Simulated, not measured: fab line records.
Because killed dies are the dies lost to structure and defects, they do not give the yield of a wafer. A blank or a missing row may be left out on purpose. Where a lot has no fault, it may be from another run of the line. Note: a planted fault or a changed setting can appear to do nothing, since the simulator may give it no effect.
Which tool was responsible? + flow nand-harc + Sampling: 12 lots, 36 wafers, 6 of 1302 route steps

== WHAT THE GAUGES READ, wafer by wafer ==
NHARC_A_CHANNEL_HOLE_D2_CD_MEAS_18. Usual: cd-nm 99.8 nm, standard deviation 1.6.
| lot  | measured     | on        | cd-nm (nm)        | flag |
|------|--------------|-----------|-------------------|------|
| L537 | day 13 00:53 | cd-sem-02 | 101.1 99.2 99.8   |      |
| L538 | day 13 22:02 | cd-sem-03 | 101.1 100.0 100.6 |      |
| L539 | day 14 00:03 | cd-sem-02 | 100.8 101.5 98.2  |      |
| L541 | day 14 22:01 | cd-sem-02 | 94.8 96.4 98.1    |      |
| L542 | day 15 01:38 | cd-sem-03 | 99.0 98.0 98.9    |      |
| L549 | day 17 21:50 | cd-sem-03 | 99.8 100.8 100.1  |      |
| L554 | day 19 22:48 | cd-sem-03 | 99.1 101.2 100.6  |      |
| L553 | day 20 00:41 | cd-sem-03 | 99.6 99.7 99.7    |      |
| L556 | day 20 22:07 | cd-sem-03 | 99.5 102.3 99.1   |      |
| L555 | day 20 22:16 | cd-sem-02 | 99.8 100.6 103.0  |      |
| L558 | day 21 13:41 | cd-sem-02 | 101.2 100.4 98.5  |      |
| L557 | day 22 12:53 | cd-sem-02 | 100.0 100.3 98.8  |      |

NHARC_A_CHANNEL_HOLE_D2_INSPECT_40. Usual: raw-defect-count 298, standard deviation 77.
| lot  | measured     | on                | raw-defect-count | flag |
|------|--------------|-------------------|------------------|------|
| L537 | day 13 06:39 | defect-inspect-01 | 236 301 324      |      |
| L538 | day 14 03:49 | defect-inspect-02 | 308 309 251      |      |
| L539 | day 14 07:59 | defect-inspect-02 | 392 299 253      |      |
| L541 | day 15 03:49 | defect-inspect-01 | 934 945 896      | OFF  |
| L542 | day 15 07:59 | defect-inspect-01 | 865 1009 1010    | OFF  |
| L549 | day 18 05:32 | defect-inspect-02 | 268 549 297      |      |
| L554 | day 20 04:35 | defect-inspect-01 | 269 317 199      |      |
| L553 | day 20 06:50 | defect-inspect-01 | 211 308 258      |      |
| L556 | day 21 05:55 | defect-inspect-01 | 349 244 241      |      |
| L555 | day 21 06:13 | defect-inspect-02 | 309 331 413      |      |
| L558 | day 21 19:28 | defect-inspect-02 | 245 269 276      |      |
| L557 | day 22 18:39 | defect-inspect-01 | 242 272 256      |      |

NHARC_END_SORT_01. Usual: killed-at-array 62, standard deviation 16; killed-at-other 0.8, standard deviation 1.1; killed-at-periphery 4, standard deviation 3.2; killed-dies 67, standard deviation 16; killed-open 3.5, standard deviation 1.9; killed-short 2.1, standard deviation 1.5.
| lot  | measured     | on        | killed-at-array | killed-at-other | killed-at-periphery | killed-dies | killed-open | killed-short | flag |
|------|--------------|-----------|-----------------|-----------------|---------------------|-------------|-------------|--------------|------|
| L537 | day 24 08:47 | prober-02 | 58 49 52        | 4 2 0           | 1 2 0               | 63 53 52    | 5 4 2       | 4 2 2        |      |
| L538 | day 25 06:48 | prober-01 | 71 60 64        | 0 3 1           | 4 4 13              | 75 67 78    | 4 3 1       | 3 1 0        |      |
| L539 | day 25 20:28 | prober-02 | 17 26 24        | 2 5 3           | 4 5 2               | 23 36 29    | 3 3 3       | 4 0 3        |      |
| L541 | day 25 18:08 | prober-01 | 126 132 150     | 0 0 0           | 4 5 3               | 130 137 153 | 3 6 7       | 2 0 3        | OFF  |
| L542 | day 26 01:53 | prober-02 | 103 101 105     | 0 0 0           | 2 1 4               | 105 102 109 | 5 1 4       | 3 1 2        |      |
| L549 | day 29 00:13 | prober-02 | 71 72 68        | 1 2 2           | 2 2 4               | 74 76 74    | 4 5 3       | 0 4 1        |      |
| L554 | day 30 21:46 | prober-02 | 80 81 83        | 1 0 0           | 2 3 3               | 83 84 86    | 5 3 6       | 1 3 2        |      |
| L553 | day 31 12:14 | prober-01 | 78 84 94        | 0 0 0           | 7 5 5               | 85 89 99    | 6 0 3       | 2 0 4        |      |
| L556 | day 32 04:24 | prober-01 | 89 81 73        | 0 0 0           | 0 3 0               | 89 84 73    | 5 0 3       | 1 3 3        |      |
| L555 | day 32 13:49 | prober-01 | 61 60 60        | 0 0 0           | 1 2 1               | 62 62 61    | 5 3 4       | 2 3 2        |      |
| L558 | day 32 04:21 | prober-02 | 62 65 63        | 1 1 0           | 5 4 6               | 68 70 69    | 7 2 7       | 2 0 1        |      |
| L557 | day 33 05:26 | prober-02 | 67 88 87        | 0 1 0           | 10 3 4              | 77 92 91    | 1 6 2       | 2 3 3        |      |

== TOOL THAT RAN EACH LOT (tool first, then ch and the chambers of the sampled wafers, then the start) ==
| lot  | NHARC_A_CHANNEL_HOLE_D2_ETCH_19  | NHARC_A_CHANNEL_HOLE_D2_ETCH_25  | NHARC_A_CHANNEL_FILL_D2_ALD_03                 |
|------|----------------------------------|----------------------------------|------------------------------------------------|
| L537 | har-etch-02 ch 0, day 13 00:58   | har-etch-02 ch 0, day 13 03:52   | ald-sin-batch-02 ch 0, day 24 08:47 or earlier |
| L538 | har-etch-01 ch 0,1, day 13 22:06 | har-etch-01 ch 0,1, day 14 00:59 | ald-sin-batch-01 ch 0, day 25 06:48 or earlier |
| L539 | har-etch-01 ch 0,1, day 14 02:20 | har-etch-01 ch 0,1, day 14 05:37 | ald-sin-batch-01 ch 0, day 25 20:28 or earlier |
| L541 | har-etch-01 ch 0,1, day 14 22:06 | har-etch-01 ch 0,1, day 15 00:59 | ald-sin-batch-03 ch 0, day 25 18:08 or earlier |
| L542 | har-etch-01 ch 0,1, day 15 02:16 | har-etch-01 ch 0,1, day 15 05:09 | ald-sin-batch-01 ch 0, day 26 01:53 or earlier |
| L549 | har-etch-01 ch 0,1, day 17 23:51 | har-etch-01 ch 0,1, day 18 02:44 | ald-sin-batch-01 ch 0, day 29 00:13 or earlier |
| L554 | har-etch-01 ch 0,1, day 19 22:52 | har-etch-01 ch 0,1, day 20 01:46 | ald-sin-batch-01 ch 0, day 30 21:46 or earlier |
| L553 | har-etch-02 ch 0,1, day 20 01:00 | har-etch-02 ch 0,1, day 20 04:02 | ald-sin-batch-01 ch 0, day 31 12:14 or earlier |
| L556 | har-etch-02 ch 0,1, day 21 00:13 | har-etch-02 ch 0,1, day 21 03:14 | ald-sin-batch-02 ch 0, day 32 04:24 or earlier |
| L555 | har-etch-01 ch 0,1, day 21 00:31 | har-etch-01 ch 0,1, day 21 03:41 | ald-sin-batch-02 ch 0, day 32 13:49 or earlier |
| L558 | har-etch-01 ch 0,1, day 21 13:46 | har-etch-01 ch 0,1, day 21 16:39 | ald-sin-batch-03 ch 0, day 32 04:21 or earlier |
| L557 | har-etch-01 ch 0,1, day 22 12:58 | har-etch-01 ch 0,1, day 22 15:51 | ald-sin-batch-03 ch 0, day 33 05:26 or earlier |
- NHARC_A_CHANNEL_HOLE_D2_ETCH_19: etches the open film in C4F8/O2/Ar, time 34.5 s.
- NHARC_A_CHANNEL_HOLE_D2_ETCH_25: etches the open film in C4F8/O2/Ar, time 1040.2 s, target depth 1500 nm.
- NHARC_A_CHANNEL_FILL_D2_ALD_03: deposits SiNx, target thk 6 nm, pulse time 60 s, ald cycles 58.

== WHAT THE TOOLS THEMSELVES READ (means of the sampled wafers that have a number; where no wafer has one, the mark that the record gives instead) ==
NHARC_A_CHANNEL_HOLE_D2_ETCH_19. Usual: drypump-motor-current-A 5.85 A, standard deviation 0.12; showerhead-plenum-p-Torr 3.73 Torr, standard deviation 0.17; throttle-valve-pct 37.038 %, standard deviation 0.0078.
| lot  | tool        | drypump-motor-current-A (A) | showerhead-plenum-p-Torr (Torr) | throttle-valve-pct (%) | flag |
|------|-------------|-----------------------------|---------------------------------|------------------------|------|
| L537 | har-etch-02 | 5.92                        | 3.44                            | 37.040                 |      |
| L538 | har-etch-01 | 5.92                        | 3.66                            | 37.038                 |      |
| L539 | har-etch-01 | 5.88                        | 3.70                            | 37.035                 |      |
| L541 | har-etch-01 | 5.93                        | 3.65                            | 37.044                 |      |
| L542 | har-etch-01 | 5.87                        | 3.69                            | 37.029                 |      |
| L549 | har-etch-01 | 5.88                        | 3.66                            | 37.041                 |      |
| L554 | har-etch-01 | 5.87                        | 3.65                            | 37.039                 |      |
| L553 | har-etch-02 | 5.78                        | 3.94                            | 37.040                 |      |
| L556 | har-etch-02 | 5.73                        | 3.93                            | 37.042                 |      |
| L555 | har-etch-01 | 5.87                        | 3.64                            | 37.042                 |      |
| L558 | har-etch-01 | 5.92                        | 3.59                            | 37.027                 |      |
| L557 | har-etch-01 | 5.88                        | 3.63                            | 37.032                 |      |

NHARC_A_CHANNEL_HOLE_D2_ETCH_25. Usual: drypump-motor-current-A 5.85 A, standard deviation 0.12; showerhead-plenum-p-Torr 3.68 Torr, standard deviation 0.16; throttle-valve-pct 32.235 %, standard deviation 0.01.
| lot  | tool        | drypump-motor-current-A (A) | showerhead-plenum-p-Torr (Torr) | throttle-valve-pct (%) | flag |
|------|-------------|-----------------------------|---------------------------------|------------------------|------|
| L537 | har-etch-02 | 5.96                        | 3.40                            | 32.230                 |      |
| L538 | har-etch-01 | 5.93                        | 3.61                            | 32.236                 |      |
| L539 | har-etch-01 | 5.88                        | 3.65                            | 32.234                 |      |
| L541 | har-etch-01 | 5.92                        | 3.61                            | 32.231                 |      |
| L542 | har-etch-01 | 5.87                        | 3.64                            | 32.238                 |      |
| L549 | har-etch-01 | 5.87                        | 3.62                            | 32.241                 |      |
| L554 | har-etch-01 | 5.88                        | 3.60                            | 32.221                 |      |
| L553 | har-etch-02 | 5.80                        | 3.89                            | 32.225                 |      |
| L556 | har-etch-02 | 5.72                        | 3.87                            | 32.224                 |      |
| L555 | har-etch-01 | 5.87                        | 3.59                            | 32.234                 |      |
| L558 | har-etch-01 | 5.94                        | 3.55                            | 32.239                 |      |
| L557 | har-etch-01 | 5.87                        | 3.58                            | 32.237                 |      |

NHARC_A_CHANNEL_FILL_D2_ALD_03. Usual: precursor-pulse-height-rel 1.001, standard deviation 0.02.
| lot  | tool             | precursor-pulse-height-rel | flag |
|------|------------------|----------------------------|------|
| L537 | ald-sin-batch-02 | 0.995                      |      |
| L538 | ald-sin-batch-01 | 1.018                      |      |
| L539 | ald-sin-batch-01 | 0.993                      |      |
| L541 | ald-sin-batch-03 | 1.025                      |      |
| L542 | ald-sin-batch-01 | 0.991                      |      |
| L549 | ald-sin-batch-01 | 1.014                      |      |
| L554 | ald-sin-batch-01 | 1.002                      |      |
| L553 | ald-sin-batch-01 | 1.006                      |      |
| L556 | ald-sin-batch-02 | 1.009                      |      |
| L555 | ald-sin-batch-02 | 1.010                      |      |
| L558 | ald-sin-batch-03 | 1.002                      |      |
| L557 | ald-sin-batch-03 | 0.980                      |      |

== THE ANSWER, worked out from the rows above alone ==
Rule: lot off if the mean of its wafers having a number is beyond 3 standard deviations from the usual mean. A lot without any number at a reading at which 4 lots or more have one is off too. Where the step has rows for the other lots, those lots are counted as sound. After the gauges, taken in route order, come the tools' own readings; for these a lot's mean is taken, as printed above. At the first step where some lot is off, the reading lying furthest off is the one used; lots without a number count as furthest.
Off: L541, L542, at NHARC_A_CHANNEL_HOLE_D2_INSPECT_40 (raw-defect-count).
If a tool, at a process step before that reading, ran all the lots that are off and no sound lot after the first of them, it fits. Gauges at NHARC_A_CHANNEL_HOLE_D2_INSPECT_40: tried the same way as those tools. None of those tried fits.

== WHAT THE SIMULATOR HAD PUT IN ==
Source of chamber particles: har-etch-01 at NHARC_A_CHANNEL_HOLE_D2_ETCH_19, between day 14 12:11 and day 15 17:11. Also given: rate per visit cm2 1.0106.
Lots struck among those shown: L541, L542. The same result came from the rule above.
